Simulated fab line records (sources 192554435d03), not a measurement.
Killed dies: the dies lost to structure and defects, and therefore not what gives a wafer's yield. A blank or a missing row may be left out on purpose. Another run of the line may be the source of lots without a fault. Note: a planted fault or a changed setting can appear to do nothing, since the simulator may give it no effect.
Which tool did it? -- flow n5Finfet -- 10 lots with 30 wafers sampled at 5 steps, on a route of 1938 steps

== WHAT EACH GAUGE READ, for each wafer ==
N5_BEOL_M1_CD_MEAS_28: target cd y 23.3 nm. Usual: cdNm reads 24.00 nm (standard deviation 0.23).
lot,measured,on,cdNm (nm),flag
L466,day 6 07:21,cdSem-02,23.91 24.27 24.26,
L467,day 6 12:28,cdSem-03,23.89 23.90 23.78,
L470,day 7 05:22,cdSem-02,24.44 24.20 23.90,
L472,day 7 15:17,cdSem-02,23.70 23.99 24.41,
L471,day 7 15:32,cdSem-01,24.21 24.18 23.68,
L479,day 9 09:06,cdSem-02,24.22 23.91 23.89,
L485,day 10 20:33,cdSem-03,24.18 23.94 23.89,
L486,day 11 04:39,cdSem-02,24.30 23.79 24.39,
L488,day 11 14:03,cdSem-02,23.77 24.24 24.08,
L489,day 11 21:24,cdSem-01,24.50 24.20 24.19,

N5_BEOL_M1_OCD_MEAS_38. Usual: trenchDepthNm reads 55.1 nm (standard deviation 0.99).
lot,measured,on,trenchDepthNm (nm),flag
L466,day 6 10:40,ocd-01,54.3 53.7 54.3,
L467,day 6 14:25,ocd-01,54.7 56.3 57.2,
L470,day 7 09:31,ocd-01,55.0 55.0 55.6,
L472,day 7 17:43,ocd-01,53.7 55.7 55.6,
L471,day 7 22:29,ocd-02,55.3 55.9 54.1,
L479,day 10 07:23,ocd-01,56.6 54.9 55.4,
L485,day 10 23:04,ocd-02,56.1 53.9 54.8,
L486,day 11 14:53,ocd-01,57.2 55.3 55.1,
L488,day 11 19:55,ocd-01,55.6 54.5 54.0,
L489,day 11 23:31,ocd-02,56.0 53.8 54.7,

N5_BEOL_M4_RC_MEAS_101. Usual: DIBL_N 36.0 mV/V, standard deviation 2.2; DIBL_P 36.2 mV/V, standard deviation 2.4; IOFF_N 0.16 nA/um, standard deviation 0.035; IOFF_P 0.21 nA/um, standard deviation 0.037; ION_N 672 uA/um, standard deviation 13; ION_P 461 uA/um, standard deviation 7; SS_N 71.4 mV/dec, standard deviation 0.69; SS_P 73.2 mV/dec, standard deviation 0.75; VT_N 250 mV, standard deviation 3.4; VT_P -251 mV, standard deviation 3.
lot,measured,on,DIBL_N (mV/V),DIBL_P (mV/V),IOFF_N (nA/um),IOFF_P (nA/um),ION_N (uA/um),ION_P (uA/um),SS_N (mV/dec),SS_P (mV/dec),VT_N (mV),VT_P (mV),flag
L466,day 9 13:01,prober-01,33.9 35.4 35.7,34.2 35.7 36.5,0.12 0.16 0.17,0.17 0.19 0.21,659 677 694,451 457 467,71.3 71.1 70.8,73.7 73.4 73.6,252 250 246,-257 -253 -252,
L467,day 9 15:42,prober-02,33.4 30.8 33.7,33.8 32.2 34.7,0.13 0.10 0.14,0.17 0.16 0.19,678 659 679,460 462 465,70.8 70.2 70.8,72.1 72.1 72.4,252 257 249,-251 -254 -253,
L470,day 10 16:19,prober-02,34.8 34.9 33.5,35.5 35.1 34.3,0.14 0.14 0.12,0.20 0.20 0.18,672 666 661,463 462 457,70.9 70.7 70.3,73.6 72.9 72.7,252 251 254,-252 -248 -251,
L472,day 10 19:05,prober-01,35.2 32.3 35.6,34.8 32.9 36.0,0.14 0.11 0.14,0.18 0.16 0.19,665 655 667,455 454 461,71.1 70.3 71.0,72.2 71.8 72.8,253 254 251,-255 -252 -254,
L471,day 10 20:53,prober-02,37.0 36.6 34.1,39.5 38.0 35.2,0.18 0.17 0.13,0.26 0.23 0.19,667 674 660,465 460 463,72.0 71.6 71.6,74.1 74.1 72.9,252 248 254,-250 -251 -254,
L479,day 12 06:52,prober-01,37.0 35.4 37.6,37.3 34.3 37.9,0.17 0.15 0.19,0.23 0.19 0.25,671 675 684,464 463 467,72.0 71.1 72.0,73.7 72.8 73.7,249 248 248,-248 -253 -249,
L485,day 14 10:02,prober-02,35.0 33.6 33.6,35.2 33.7 34.3,0.14 0.11 0.12,0.18 0.16 0.16,658 645 649,455 447 451,70.9 70.1 70.0,72.9 71.8 71.6,252 254 255,-250 -254 -253,
L486,day 14 04:13,prober-01,36.3 36.5 39.1,35.8 36.5 39.1,0.16 0.16 0.21,0.18 0.19 0.23,681 684 696,460 460 462,71.5 71.9 71.9,72.7 73.1 73.3,248 253 245,-254 -252 -251,
L488,day 15 02:20,prober-02,37.0 37.4 35.2,38.6 39.4 37.4,0.19 0.20 0.17,0.23 0.23 0.21,689 696 681,460 470 468,71.7 72.3 71.6,74.1 73.4 73.8,247 247 250,-250 -251 -251,
L489,day 15 05:06,prober-01,36.0 37.5 36.2,35.5 37.4 36.2,0.14 0.18 0.16,0.20 0.24 0.21,676 682 678,466 473 466,70.8 71.7 71.3,73.0 73.2 73.0,251 249 250,-249 -247 -248,

== WHAT TOOL EACH LOT RAN ON (gives the tool, then ch and the chambers of the sampled wafers, and finally the start) ==
lot,N5_BEOL_M1_ETCH_77,N5_BEOL_M1_VIA_ETCH_34
L466,"rieDiel-01 ch 1,2,3, day 6 07:32","rieDiel-02 ch 0,2, day 6 10:24"
L467,"rieDiel-02 ch 1,2,3, day 6 12:37","rieDiel-02 ch 2,3, day 6 14:09"
L470,"rieDiel-05 ch 0,2,3, day 7 05:31","rieDiel-01 ch 0,2,3, day 7 09:16"
L472,"rieDiel-02 ch 1,2,3, day 7 15:26","rieDiel-02 ch 0,1,3, day 7 17:28"
L471,"rieDiel-01 ch 0,2,3, day 7 15:41","rieDiel-02 ch 0,1,3, day 7 22:14"
L479,"rieDiel-05 ch 1,2, day 9 09:16","rieDiel-01 ch 2,3, day 10 07:08"
L485,"rieDiel-02 ch 0,1,2, day 10 20:43","rieDiel-02 ch 2,3, day 10 22:48"
L486,"rieDiel-05 ch 0,2, day 11 04:48","rieDiel-01 ch 0,1,2, day 11 14:38"
L488,"rieDiel-05 ch 0,2, day 11 14:13","rieDiel-01 ch 0,3, day 11 19:39"
L489,"rieDiel-05 ch 0,1,2, day 11 21:34","rieDiel-01 ch 1,2,3, day 11 23:15"
- N5_BEOL_M1_ETCH_77: etches underlayer in N2/H2, target depth 6.5 nm, time 5.2 s.
- N5_BEOL_M1_VIA_ETCH_34: etches the open film in C4F6/O2, target depth 67.8 nm, time 64.4 s.

== WHAT THE TOOLS THEMSELVES READ (means of the sampled wafers that have a number; where no wafer has one, the mark that the record gives instead) ==
N5_BEOL_M1_ETCH_77. Usual: for chamberPressureMTorr, 30.00 mTorr with a standard deviation of 0.044; for drypumpMotorCurrentA, 5.9 A with a standard deviation of 0.34; for etchRfOnTimeS, 5.21 s with a standard deviation of 0.11; for oesProductAu, 0.68 a.u. with a standard deviation of 0.089; for rfVppV, 525.0 V with a standard deviation of 2.7; for showerheadPlenumPTorr, 2.58 Torr with a standard deviation of 0.082; for throttleValvePct, 17.91 % with a standard deviation of 0.23.
lot,tool,chamberPressureMTorr (mTorr),drypumpMotorCurrentA (A),etchRfOnTimeS (s),oesProductAu (a.u.),rfVppV (V),showerheadPlenumPTorr (Torr),throttleValvePct (%),flag
L466,rieDiel-01,30.03,5.8,5.21,0.65,523.9,2.53,17.99,
L467,rieDiel-02,30.01,6.1,5.25,0.65,526.0,2.61,17.85,
L470,rieDiel-05,29.99,5.6,5.22,0.61,523.0,2.55,17.89,
L472,rieDiel-02,29.98,6.1,5.18,0.73,525.1,2.61,17.71,
L471,rieDiel-01,29.98,6.0,5.21,0.69,524.3,2.52,17.92,
L479,rieDiel-05,29.99,5.7,5.15,0.64,522.9,2.49,17.73,
L485,rieDiel-02,29.97,5.8,5.31,0.65,525.5,2.58,17.91,
L486,rieDiel-05,29.99,5.7,5.30,0.59,524.2,2.54,17.96,
L488,rieDiel-05,30.02,5.8,5.25,0.59,525.3,2.54,17.96,
L489,rieDiel-05,30.02,5.7,5.20,0.62,522.3,2.51,17.87,

N5_BEOL_M1_VIA_ETCH_34. Usual: for chamberPressureMTorr, 15.000 mTorr with a standard deviation of 0.014; for drypumpMotorCurrentA, 5.95 A with a standard deviation of 0.29; for oesProductAu, 0.83 a.u. with a standard deviation of 0.1; for rfVppV, 667 V with a standard deviation of 14; for runLengthS, 87.5 s with a standard deviation of 0.39; for showerheadPlenumPTorr, 2.91 Torr with a standard deviation of 0.065; for throttleValvePct, 30.84 % with a standard deviation of 0.26.
lot,tool,chamberPressureMTorr (mTorr),drypumpMotorCurrentA (A),oesProductAu (a.u.),rfVppV (V),runLengthS (s),showerheadPlenumPTorr (Torr),throttleValvePct (%),flag
L466,rieDiel-02,15.002,5.69,0.74,671,87.9,2.90,30.91,
L467,rieDiel-02,14.980,6.24,0.86,659,87.7,2.94,30.58,
L470,rieDiel-01,15.003,6.00,0.82,673,87.5,2.82,30.84,
L472,rieDiel-02,14.996,5.83,0.88,666,89.0,2.95,30.90,OFF
L471,rieDiel-02,15.006,5.81,0.88,667,88.8,2.95,30.90,OFF
L479,rieDiel-01,14.998,5.84,0.89,672,87.6,2.92,30.67,
L485,rieDiel-02,14.989,6.22,0.74,663,87.6,2.86,30.57,
L486,rieDiel-01,14.998,5.99,0.90,664,87.2,2.93,30.81,
L488,rieDiel-01,15.004,6.00,0.84,677,87.7,2.88,30.89,
L489,rieDiel-01,15.013,5.83,0.89,660,87.5,2.93,30.73,

== THE ANSWER, worked out from the rows above alone ==
Rule: a lot is off if the mean of its wafers that have a number lies more than 3 standard deviations from the usual mean. Also off: a lot with no number at a reading for which 4 or more lots have one. Where the step has rows for the other lots, those lots are counted as sound. After the gauges, taken in route order, come the tools' own readings; for these a lot's mean is taken, as printed above. The first step at which some lot is off is used, and at that step the reading that is off furthest; a lot without a number counts as furthest.
Off: L472, L471 (N5_BEOL_M1_VIA_ETCH_34, runLengthS).
If a tool, at that step or one of the process steps before it, ran each lot that is off and ran no sound lot following the first of them, it fits. Of those tried, none fits.

== WHAT THE SIMULATOR HAD PUT IN ==
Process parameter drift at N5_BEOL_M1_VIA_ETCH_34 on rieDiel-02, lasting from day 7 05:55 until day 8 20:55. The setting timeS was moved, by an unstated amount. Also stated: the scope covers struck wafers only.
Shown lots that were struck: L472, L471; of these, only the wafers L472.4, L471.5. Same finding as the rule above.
